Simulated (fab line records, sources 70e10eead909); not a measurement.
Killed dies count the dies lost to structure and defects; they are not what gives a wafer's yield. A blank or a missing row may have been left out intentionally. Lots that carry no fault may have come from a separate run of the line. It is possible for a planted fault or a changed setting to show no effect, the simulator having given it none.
Matching of chambers -- flow nand-harc -- ald-metal-01 running NHARC_A_WL_FILL_ALD_02: 4 sister chambers
The step deposits TiN, target thk 2 nm, pulse time 3 s, ald cycles 100. 8 wafers are shown with their chamber, then 7 later ones without.

== EACH WAFER AND ITS CHAMBER ==
wafer,chamber,heater-power-w (W),precursor-pulse-height-rel
L506.3,2,1032,0.959
L512.3,1,1207,1.000
L512.5,0,1262,1.007
L511.2,0,1281,0.984
L511.4,3,1066,0.990
L511.6,2,1029,1.052
L515.2,1,1202,1.027
L515.3,3,1075,1.026

== WAFERS MISSING THEIR CHAMBER ==
wafer,heater-power-w (W),precursor-pulse-height-rel
L515.4,1285,1.010
L516.3,1062,1.005
L516.4,1192,0.975
L516.6,1016,1.000
L522.2,1207,0.996
L522.3,1067,1.022
L522.5,1203,1.026

== EACH ONE'S CHAMBER ==
wafer,from the rows above,in truth
L515.4,0,0
L516.3,3,3
L516.4,1,1
L516.6,2,2
L522.2,1,1
L522.3,3,3
L522.5,1,1
Placed correctly: 7 of 7. Can't be placed from these rows: 0. Number placed wrongly: 0.
How it was worked out, from the rows above alone: a wafer's distance from a chamber is the root of the sum, over the readings, of the square of ((its reading less the chamber's mean) divided by the reading's scatter). The wafer belongs to the nearest chamber; if the next one is less than 2 further off, it can't be placed. Each chamber's mean is taken over the wafers shown for it. The scatter: take each reading less its chamber's mean, square it, sum over the shown wafers, divide by the number of wafers less the number of chambers, and take the root.
